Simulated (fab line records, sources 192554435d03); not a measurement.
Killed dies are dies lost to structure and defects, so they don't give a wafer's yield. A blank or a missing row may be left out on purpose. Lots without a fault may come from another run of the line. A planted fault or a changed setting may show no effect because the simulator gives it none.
fab line records | flow n5_finfet | part 1 of 2: steps 1 to 4 of 6
record lots=22 wafers=66 last_day=17
route steps=1938 shown FIN_CUT@176 STI_FIN_REVEAL@190 SPACER0@259 SD_EPI_N@278 SD_EPI_P@306
lots that met no fault: from a run of the same line without faults
start_h: hours from the record's first day to the start of the lot's first wafer shown | wait_h: hours since the lot's step before | " the same as in the row above | L1.1+2: a row that stands for several wafers | - no value, or no start given | * or withheld: withheld | < > ~ a bound
route shown NAME@n: a module of which the file shows steps, and the number in the route of the first | usual: mean/standard deviation of fault-free wafers | same: alike in all rows | chamber/n: place in a boat | sites: the reading at each site | _std_site: their standard deviation | _edge_site: outer sites' mean less inner sites' | radius_mm: how far each site lies from the wafer's centre | mask NAME#n: copy n | behind: the tool/chamber that last shaped the wafer | hold: why the lot was held/for how many hours/how that ended | device: the transistor (n, p or np) that didn't switch | end of line: the same wafers' tests at the end of the route | a step without rows: its recipe alone | killed: dies lost to structure and defects at the first sort, not the wafer's yield | map: a wafer's dies, x killed, . not, _ none there
set.NAME: the setting as run; set.NAME@STEP: as run at that earlier step | model.NAME: the simulator's own value behind a step, which no gauge read
steps of the route over a sample of lots; a table a step, a row a wafer
services: from which hour (start_h, from the record's first day; less than 0 if before it) a tool's chamber was out of use, for how many hours, and why
## steps
# step N5_FIN_CUT_CUT_ETCH_15
# recipe chemistry=HBr/Cl2/O2 target=Si target_depth_a=1000 bt_time_s=10 mask_material=SOC time_s=42.4 ion_energy_ev=* bias_w=* pressure_mtorr=10 icp_w=800 HBr_flow_sccm=150 Cl2_flow_sccm=80 O2_flow_sccm=12
# usual drypump_motor_current_A=5.8/0.32 oes_product_au=0.994/0.019 throttle_valve_pct=37.22/0.17
# columns lot.wafer tool chamber start_h wait_h drypump_motor_current_A oes_product_au rf_hours_counter_h throttle_valve_pct
L074.1 rie_si-04 2 26.73 0.1 5.4 1.011 155 37.22
L074.3 " 3 " " 6.0 0.978 52 37.45
L074.5 " 2 " " 5.4 1.010 - 37.24
L075.3 rie_si-05 2 34.99 0.0 5.5 0.998 125 37.03
L075.5 " 2 " " 5.5 1.000 - 37.03
L075.6 " 1 " " 5.3 1.035 - 37.08
L076.1 rie_si-01 3 40.92 0.1 6.0 0.962 99 37.02
L076.4 " 1 " " 6.2 1.007 178 37.18
L076.5 " 1 " " 6.3 1.004 - 37.18
L077.1 rie_si-04 3 45.82 0.1 6.0 0.983 53 37.43
L077.4 " 1 " " 6.2 1.007 81 37.57
L077.6 " 1 " " 6.2 1.014 - 37.56
L078.1 rie_si-01 0 51.54 0.1 6.0 0.974 52 37.16
L078.2 " 1 " " 6.3 1.002 178 37.17
L078.3 " 3 " " 6.0 0.973 100 37.01
L079.2 rie_si-05 1 57.63 0.1 5.3 1.027 149 37.07
L079.3 " 3 " " 5.7 0.985 187 37.11
L079.5 " 1 " " 5.3 1.031 - 37.07
L080.1 rie_si-05 2 65.38 0.1 5.5 0.993 125 37.04
L080.2 " 3 " " 5.6 0.987 187 37.10
L080.6 " 2 " " 5.5 0.994 - 37.03
L081.2 rie_si-01 1 70.76 0.1 6.2 0.999 178 37.17
L081.4 " 0 " " 6.0 0.978 53 37.16
L081.5 " 1 " " 6.2 1.000 - 37.16
L082.3 rie_si-01 3 77.75 0.0 6.0 0.972 100 37.03
L082.4 " 1 " " 6.2 1.003 178 37.17
L082.5 " 3 " " 6.0 0.972 - 37.01
L083.1 rie_si-05 0 84.60 0.1 6.0 1.001 125 37.29
L083.3 " 3 " " 5.6 0.991 188 37.11
L083.5 " 0 " " 6.0 0.994 - 37.28
L084.1 rie_si-05 0 90.94 0.1 5.9 0.996 125 37.27
L084.3 " 1 " " 5.3 1.033 150 37.08
L084.5 " 0 " " 6.0 0.998 - 37.27
L085.2 rie_si-04 1 96.45 0.1 6.1 1.020 82 37.58
L085.4 " 3 " " 6.0 0.981 54 37.47
L085.5 " 2 " " 5.3 1.014 - 37.22
L086.2 rie_si-04 3 100.35 0.1 5.9 0.976 54 37.45
L086.4 " 2 " " 5.4 1.013 156 37.22
L086.6 " 2 " " 5.4 1.019 - 37.22
L087.2 rie_si-01 3 106.53 0.1 6.1 0.971 101 37.01
L087.3 " 0 " " 6.0 0.984 53 37.16
L087.4 " 2 " " 5.5 0.969 159 37.50
L089.1 rie_si-01 2 118.09 0.1 5.4 0.972 159 37.47
L089.3 " 0 " " 6.0 0.979 53 37.17
L089.4 " 1 " " 6.2 1.012 179 37.17
L090.1 rie_si-01 0 131.59 0.1 6.0 0.990 54 37.18
L090.2 " 3 " " 6.0 0.970 101 37.03
L090.3 " 2 " " 5.4 0.975 160 37.48
L092.1 rie_si-05 3 137.77 0.1 5.6 0.989 189 37.10
L092.4 " 0 " " 6.0 0.999 126 37.31
L092.5 " 3 " " 5.7 0.980 - 37.11
L093.1 rie_si-01 1 145.87 0.1 6.2 1.011 180 37.16
L093.2 " 2 " " 5.4 0.974 160 37.49
L093.5 " 1 " " 6.3 0.995 - 37.18
L094.2 rie_si-01 2 149.83 0.1 5.5 0.975 160 37.49
L094.3 " 0 " " 6.0 0.977 54 37.18
L094.5 " 1 " " 6.3 1.007 - 37.16
L095.2 rie_si-01 1 154.02 0.1 6.2 1.011 180 37.15
L095.4 " 0 " " 6.0 0.970 54 37.15
L095.6 " 1 " " 6.2 1.000 - 37.17
L096.1 rie_si-05 3 160.94 0.1 5.6 0.986 189 37.12
L096.2 " 2 " " 5.5 1.007 127 37.03
L096.6 " 0 " " 6.0 0.997 - 37.26
L097.1 rie_si-01 2 166.10 0.1 5.4 0.968 160 37.48
L097.2 " 3 " " 6.0 0.967 102 37.02
L097.4 " 0 " " 6.0 0.979 54 37.16
# step N5_STI_FIN_REVEAL_ETCHBACK_08
# recipe chemistry=C4F6/O2 target=SiO2 target_depth_a=305 time_s=10.167 ion_energy_ev=250 pressure_mtorr=30 source_w=345 bias_w=185 Ar_flow_sccm=300 C4F6_flow_sccm=10 O2_flow_sccm=10
# usual drypump_motor_current_A=6.0/0.39 mfc_ar_sccm=300.0/0.96 oes_product_au=0.76/0.073 rf_vpp_V=666/6.5 showerhead_plenum_p_Torr=2.86/0.068 throttle_valve_pct=21.25/0.16
# columns lot.wafer tool chamber start_h wait_h drypump_motor_current_A mfc_ar_sccm oes_product_au rf_hours_counter_h rf_vpp_V showerhead_plenum_p_Torr throttle_valve_pct
L074.1 rie_diel-01 2 32.75 0.2 5.9 300.1 0.80 89 669 2.89 20.98
L074.3 " 0 " " 6.4 302.0 0.66 233 669 2.70 21.57
L074.5 " 0 " " 6.4 299.8 0.66 - 669 2.70 21.57
L075.3 rie_diel-04 2 40.97 0.1 5.2 301.7 0.76 150 654 2.85 21.44
L075.5 " 3 " " 6.1 299.8 0.72 - 656 2.82 21.16
L075.6 " 0 " " 5.4 300.1 0.73 - 671 2.83 21.09
L076.1 rie_diel-03 2 47.28 0.2 5.8 300.8 0.75 133 664 2.84 21.20
L076.4 " 1 " " 6.0 299.7 0.71 200 669 2.82 21.42
L076.5 " 1 " " 6.0 298.2 0.72 - 669 2.82 21.44
L077.1 rie_diel-04 1 53.26 0.2 5.7 298.5 0.81 101 669 2.97 21.31
L077.4 " 2 " " 5.1 300.4 0.76 152 653 2.85 21.44
L077.6 " 1 " " 5.7 299.6 0.80 - 669 2.97 21.33
L078.1 rie_diel-03 2 58.13 0.2 5.8 299.8 0.74 136 665 2.84 21.19
L078.2 " 0 " " 5.5 299.9 0.72 183 658 2.94 21.08
L078.3 " 3 " " 6.1 299.3 0.73 193 674 2.81 21.12
L079.2 rie_diel-01 2 63.66 0.2 5.9 301.0 0.80 99 670 2.88 21.00
L079.3 " 0 " " 6.5 300.5 0.66 245 669 2.69 21.58
L079.5 " 3 " " 6.1 300.2 0.96 - 664 2.91 21.22
L080.1 rie_diel-01 0 71.45 0.2 6.5 298.8 0.66 249 668 2.69 21.61
L080.2 " 3 " " 6.1 299.5 0.95 13 663 2.91 21.22
L080.6 " 2 " " 5.9 299.7 0.79 - 670 2.88 21.02
L081.2 rie_diel-03 3 76.75 0.2 6.1 300.2 0.72 202 674 2.81 21.14
L081.4 " 0 " " 5.5 300.2 0.71 192 658 2.94 21.06
L081.5 " 0 " " 5.5 299.9 0.72 - 658 2.94 21.08
L082.3 rie_diel-01 2 84.69 0.2 5.9 299.4 0.78 112 668 2.88 21.02
L082.4 " 2 " " 5.9 299.2 0.78 - 670 2.88 21.00
L082.5 " 3 " " 6.1 300.8 0.92 - 663 2.90 21.24
L083.1 rie_diel-01 3 90.76 0.2 6.1 298.8 0.91 23 662 2.90 21.22
L083.3 " 0 " " 6.5 300.0 0.98 0 681 3.03 21.23
L083.5 " 1 " " 6.6 300.3 0.75 - 665 2.84 21.41
L084.1 rie_diel-01 0 97.55 0.2 6.4 298.5 0.97 3 680 3.03 21.25
L084.3 " 3 " " 6.1 301.1 0.89 26 662 2.90 21.23
L084.5 " 2 " " 5.9 298.8 0.78 - 670 2.87 21.02
L085.2 rie_diel-03 3 102.54 0.2 6.1 298.9 0.72 207 674 2.81 21.15
L085.4 " 0 " " 5.5 299.3 0.70 203 658 2.94 21.10
L085.5 " 0 " " 5.5 300.8 0.69 - 657 2.94 21.10
L086.2 rie_diel-03 3 106.39 0.2 6.2 299.7 0.72 209 674 2.81 21.15
L086.4 " 1 " " 6.0 299.4 0.71 225 668 2.81 21.48
L086.6 " 0 " " 5.5 300.8 0.70 - 655 2.93 21.11
L087.2 rie_diel-03 0 113.76 0.2 5.5 300.5 0.70 207 659 2.93 21.10
L087.3 " 3 " " 6.2 299.4 0.72 212 674 2.81 21.15
L087.4 " 2 " " 5.8 300.4 0.72 158 666 2.83 21.24
L089.1 rie_diel-03 0 124.22 0.3 5.5 300.4 0.71 209 658 2.93 21.11
L089.3 " 1 " " 6.0 300.3 0.70 230 669 2.81 21.47
L089.4 " 0 " " 5.5 299.1 0.70 - 659 2.93 21.10
L090.1 rie_diel-03 3 137.55 0.2 6.1 299.0 0.71 219 673 2.80 21.18
L090.2 " 1 " " 6.0 298.7 0.70 235 669 2.81 21.47
L090.3 " 2 " " 5.8 298.8 0.72 166 664 2.83 21.25
L092.1 rie_diel-04 0 143.81 0.2 5.4 299.0 0.70 214 668 2.82 21.11
L092.4 " 2 " " 5.1 301.9 0.73 176 654 2.84 21.46
L092.5 " 3 " " 6.0 300.1 0.69 - 656 2.81 21.22
L093.1 rie_diel-04 3 152.71 0.2 6.0 301.2 0.69 244 654 2.80 21.24
L093.2 " 2 " " 5.2 300.2 0.73 179 654 2.84 21.48
L093.5 " 1 " " 5.7 299.4 0.78 - 669 2.96 21.37
L094.2 rie_diel-04 2 155.79 0.2 5.2 300.4 0.73 180 653 2.84 21.49
L094.3 " 0 " " 5.4 300.6 0.69 219 670 2.81 21.12
L094.5 " 0 " " 5.4 300.5 0.69 - 669 2.81 21.13
L095.2 rie_diel-03 1 160.16 0.3 6.0 298.5 0.68 243 668 2.80 21.49
L095.4 " 2 " " 5.8 300.7 0.71 - 665 2.82 21.23
L095.6 " 3 " " 6.2 300.3 0.70 - 673 2.80 21.17
L096.1 rie_diel-01 0 167.03 0.2 6.5 299.8 0.89 26 680 3.02 21.29
L096.2 " 1 " " 6.6 299.2 0.73 195 667 2.83 21.45
L096.6 " 0 " " 6.5 301.6 0.90 - 680 3.02 21.27
L097.1 rie_diel-01 0 172.76 0.3 6.5 301.7 0.89 29 680 3.02 21.29
L097.2 " 1 " " 6.6 300.9 0.73 197 664 2.82 21.45
L097.4 " 2 " " 5.9 299.4 0.75 144 670 2.86 21.07
# step N5_SPACER0_ALD_00
# recipe material=SiOCN target_thk_a=35 temp_c=400 ald_precursor_family=alkyl-aminosilane ald_co_reactant=O2/N2-plasma pulse_time_s=3 purge_time_s=2 co_reactant_purge_time_s=2 ald_cycles=58 pressure_torr=2
# usual heater_power_outer_w=524/69 heater_power_w=842/100 precursor_pulse_height_rel=0.998/0.019
# columns lot.wafer tool chamber start_h wait_h heater_power_outer_w heater_power_w precursor_pulse_height_rel
L074.1 ald_sin-01 3 46.15 0.1 518 791 1.011
L074.3 " 0 " " 635 1060 0.996
L074.5 " 0 " " 625 1056 0.975
L075.3 ald_sin-03 2 53.98 0.1 577 913 0.991
L075.5 " 0 " " 433 763 0.985
L075.6 " 1 " " 626 883 0.966
L076.1 ald_sin-01 0 62.36 0.1 639 1066 0.992
L076.4 " 3 " " 522 802 0.977
L076.5 " 1 " " 526 870 0.980
L077.1 ald_sin-01 0 66.62 0.1 637 1027 1.006
L077.4 " 2 " " 408 692 1.058
L077.6 " 0 " " 637 1039 1.034
L078.1 ald_sin-04 2 71.27 0.1 545 894 0.980
L078.2 " 3 " " 440 716 0.999
L078.3 " 0 " " 583 906 1.030
L079.2 ald_sin-04 0 77.07 0.1 571 913 0.998
L079.3 " 1 " " 492 771 0.991
L079.5 " 1 " " 482 782 1.009
L080.1 ald_sin-01 0 85.64 0.1 635 1046 0.953
L080.2 " 1 " " 530 852 0.997
L080.6 " 2 " " 415 684 1.000
L081.2 ald_sin-04 2 91.49 0.1 534 851 0.988
L081.4 " 1 " " 485 755 1.034
L081.5 " 3 " " 438 721 0.972
L082.3 ald_sin-01 1 100.89 0.1 524 861 1.020
L082.4 " 2 " " 419 718 1.007
L082.5 " 2 " " 411 698 0.988
L083.1 ald_sin-01 1 104.90 0.1 523 878 0.994
L083.3 " 3 " " 524 798 0.996
L083.5 " 0 " " 632 1051 1.010
L084.1 ald_sin-01 2 111.34 0.1 421 698 1.009
L084.3 " 1 " " 520 848 0.997
L084.5 " 1 " " 515 871 1.018
L085.2 ald_sin-03 0 116.22 0.1 431 776 0.991
L085.4 " 2 " " 527 869 0.994
L085.5 " 2 " " 523 838 0.991
L086.2 ald_sin-03 2 119.44 0.1 516 828 1.002
L086.4 " 3 " " 498 782 0.998
L086.6 " 3 " " 483 803 0.983
L087.2 ald_sin-01 0 127.58 0.1 630 1074 0.995
L087.3 " 1 " " 531 874 1.020
L087.4 " 3 " " 516 821 1.014
L089.1 ald_sin-03 0 137.80 0.1 437 795 0.979
L089.3 " 1 " " 603 865 0.995
L089.4 " 3 " " 503 769 0.992
L090.1 ald_sin-01 1 150.73 0.1 550 879 1.004
L090.2 " 0 " " 638 1055 1.036
L090.3 " 3 " " 527 796 1.000
L092.1 ald_sin-03 1 158.52 0.1 594 836 1.000
L092.4 " 3 " " 498 774 1.024
L092.5 " 1 " " 599 850 1.003
L093.1 ald_sin-04 1 170.84 0.1 490 760 1.002
L093.2 " 2 " " 543 863 1.004
L093.5 " 3 " " 420 718 1.003
L094.2 ald_sin-01 2 172.15 0.1 425 699 0.984
L094.3 " 1 " " 528 851 1.020
L094.5 " 0 " " 648 1065 0.997
L095.2 ald_sin-04 2 176.61 0.1 543 869 1.003
L095.4 " 1 " " 482 765 1.016
L095.6 " 0 " " 586 905 1.032
L096.1 ald_sin-01 2 185.84 0.1 420 702 1.011
L096.2 " 1 " " 532 879 0.973
L096.6 " 1 " " 542 886 1.002
L097.1 ald_sin-03 0 191.11 0.1 429 797 1.002
L097.2 " 2 " " 521 867 0.987
L097.4 " 3 " " 488 777 1.005
# step N5_SD_EPI_N_ETCH_45
# recipe chemistry=CH3F/O2 target=SiOCN target_depth_a=60 mask_material=SOC ion_energy_ev=60 bias_w=29 pressure_mtorr=15 source_w=410 Ar_flow_sccm=150 CH3F_flow_sccm=30 O2_flow_sccm=20
# usual drypump_motor_current_A=5.8/0.41 mfc_ar_sccm=150.0/0.49 oes_product_au=0.75/0.059 rf_vpp_V=127.6/0.87 showerhead_plenum_p_Torr=2.01/0.047 throttle_valve_pct=23.41/0.15
# columns lot.wafer tool chamber start_h wait_h drypump_motor_current_A mfc_ar_sccm oes_product_au rf_hours_counter_h rf_vpp_V showerhead_plenum_p_Torr throttle_valve_pct
L074.1 rie_diel-04 0 47.56 0.1 5.4 149.8 0.73 186 127.1 1.98 23.24
L074.3 " 1 " " 5.7 149.2 0.81 98 129.2 2.09 23.46
L074.5 " 3 " " 6.1 150.1 0.71 - 127.2 1.97 23.35
L075.3 rie_diel-03 1 55.27 0.1 6.0 149.6 0.71 203 127.8 1.98 23.62
L075.5 " 1 " " 6.0 149.6 0.71 - 128.0 1.98 23.59
L075.6 " 0 " " 5.5 149.3 0.71 - 127.4 2.07 23.24
L076.1 rie_diel-03 0 64.00 0.1 5.5 149.9 0.71 186 127.7 2.06 23.23
L076.4 " 1 " " 6.0 151.4 0.72 206 127.3 1.97 23.59
L076.5 " 3 " " 6.2 149.7 0.73 - 125.6 1.97 23.32
L077.1 rie_diel-01 3 68.19 0.1 6.1 150.0 0.94 11 127.7 2.04 23.39
L077.4 " 1 " " 6.6 150.8 0.76 157 129.1 1.99 23.53
L077.6 " 2 " " 5.9 150.5 0.80 - 128.1 2.02 23.14
L078.1 rie_diel-03 0 73.66 0.1 5.5 150.0 0.71 190 128.3 2.06 23.25
L078.2 " 1 " " 6.0 149.8 0.71 210 126.4 1.97 23.59
L078.3 " 3 " " 6.2 150.5 0.73 201 126.3 1.97 23.31
L079.2 rie_diel-03 2 79.71 0.1 5.8 150.3 0.73 146 127.7 1.99 23.37
L079.3 " 3 " " 6.1 150.3 0.72 203 126.1 1.97 23.30
L079.5 " 2 " " 5.8 149.8 0.73 - 128.4 1.99 23.36
L080.1 rie_diel-04 2 87.04 0.1 5.2 149.6 0.75 159 127.4 1.99 23.61
L080.2 " 0 " " 5.4 149.2 0.72 196 127.7 1.98 23.26
L080.6 " 2 " " 5.1 149.3 0.75 - 127.0 1.99 23.60
L081.2 rie_diel-01 0 92.91 0.1 6.4 149.8 0.99 1 127.1 2.13 23.40
L081.4 " 3 " " 6.1 149.6 0.90 24 128.6 2.04 23.42
L081.5 " 1 " " 6.6 150.0 0.74 - 127.4 1.99 23.54
L082.3 rie_diel-03 2 102.31 0.1 5.8 150.5 0.73 154 126.1 1.99 23.37
L082.4 " 1 " " 6.0 149.9 0.71 223 126.5 1.97 23.64
L082.5 " 1 " " 6.0 149.6 0.70 - 127.4 1.97 23.64
L083.1 rie_diel-04 2 106.20 0.1 5.1 149.7 0.74 164 126.7 1.99 23.60
L083.3 " 1 " " 5.7 150.2 0.80 114 128.8 2.08 23.46
L083.5 " 1 " " 5.7 150.6 0.79 - 126.2 2.08 23.45
L084.1 rie_diel-01 2 112.75 0.1 5.9 149.1 0.78 123 127.7 2.01 23.18
L084.3 " 0 " " 6.5 150.3 0.94 9 129.0 2.13 23.42
L084.5 " 1 " " 6.6 149.6 0.75 - 126.0 1.98 23.57
L085.2 rie_diel-03 2 117.61 0.1 5.8 150.2 0.72 160 126.4 1.98 23.38
L085.4 " 3 " " 6.1 149.7 0.71 214 127.4 1.96 23.32
L085.5 " 0 " " 5.5 149.8 0.70 - 127.4 2.06 23.26
L086.2 rie_diel-04 2 126.17 0.1 5.2 150.1 0.75 169 129.1 1.99 23.61
L086.4 " 1 " " 5.7 149.4 0.80 120 128.1 2.08 23.48
L086.6 " 3 " " 6.0 150.0 0.69 - 127.7 1.97 23.34
L087.2 rie_diel-04 2 129.49 0.1 5.1 149.5 0.73 171 126.9 1.99 23.60
L087.3 " 3 " " 6.0 149.9 0.69 235 127.1 1.97 23.35
L087.4 " 0 " " 5.4 149.7 0.71 209 127.8 1.97 23.28
L089.1 rie_diel-04 1 139.27 0.1 5.7 150.9 0.79 124 128.9 2.08 23.49
L089.3 " 0 " " 5.4 149.7 0.71 213 126.4 1.97 23.27
L089.4 " 3 " " 6.1 150.1 0.69 240 127.7 1.97 23.38
L090.1 rie_diel-01 2 152.14 0.1 5.9 149.3 0.75 137 126.7 2.01 23.19
L090.2 " 3 " " 6.1 149.6 0.86 44 129.0 2.03 23.45
L090.3 " 0 " " 6.4 150.3 0.91 21 128.3 2.12 23.44
L092.1 rie_diel-04 3 160.13 0.1 6.0 149.5 0.69 248 128.6 1.96 23.38
L092.4 " 2 " " 5.1 149.1 0.72 183 128.2 1.99 23.64
L092.5 " 2 " " 5.2 149.3 0.73 - 127.2 1.99 23.64
L093.1 rie_diel-04 2 172.63 0.1 5.2 149.5 0.73 188 127.0 1.98 23.64
L093.2 " 1 " " 5.7 150.1 0.77 137 127.9 2.08 23.50
L093.5 " 1 " " 5.7 150.3 0.78 - 128.2 2.08 23.50
L094.2 rie_diel-04 1 173.58 0.1 5.7 150.7 0.78 137 127.9 2.08 23.50
L094.3 " 2 " " 5.2 149.8 0.73 188 128.8 1.98 23.65
L094.5 " 2 " " 5.2 149.6 0.72 - 127.6 1.98 23.67
L095.2 rie_diel-04 0 178.07 0.1 5.4 149.4 0.69 227 127.4 1.97 23.31
L095.4 " 1 " " 5.7 150.8 0.77 - 128.5 2.08 23.51
L095.6 " 2 " " 5.2 150.3 0.73 - 128.8 1.98 23.64
L096.1 rie_diel-01 0 187.32 0.1 6.5 149.8 0.88 32 129.5 2.12 23.43
L096.2 " 1 " " 6.6 149.8 0.73 202 127.0 1.98 23.60
L096.6 " 3 " " 6.1 149.4 0.84 - 126.8 2.02 23.44
L097.1 rie_diel-03 3 192.51 0.1 6.1 149.6 0.69 241 127.0 1.96 23.35
L097.2 " 2 " " 5.8 149.0 0.70 187 128.7 1.97 23.41
L097.4 " 3 " " 6.2 150.2 0.69 - 127.1 1.96 23.35
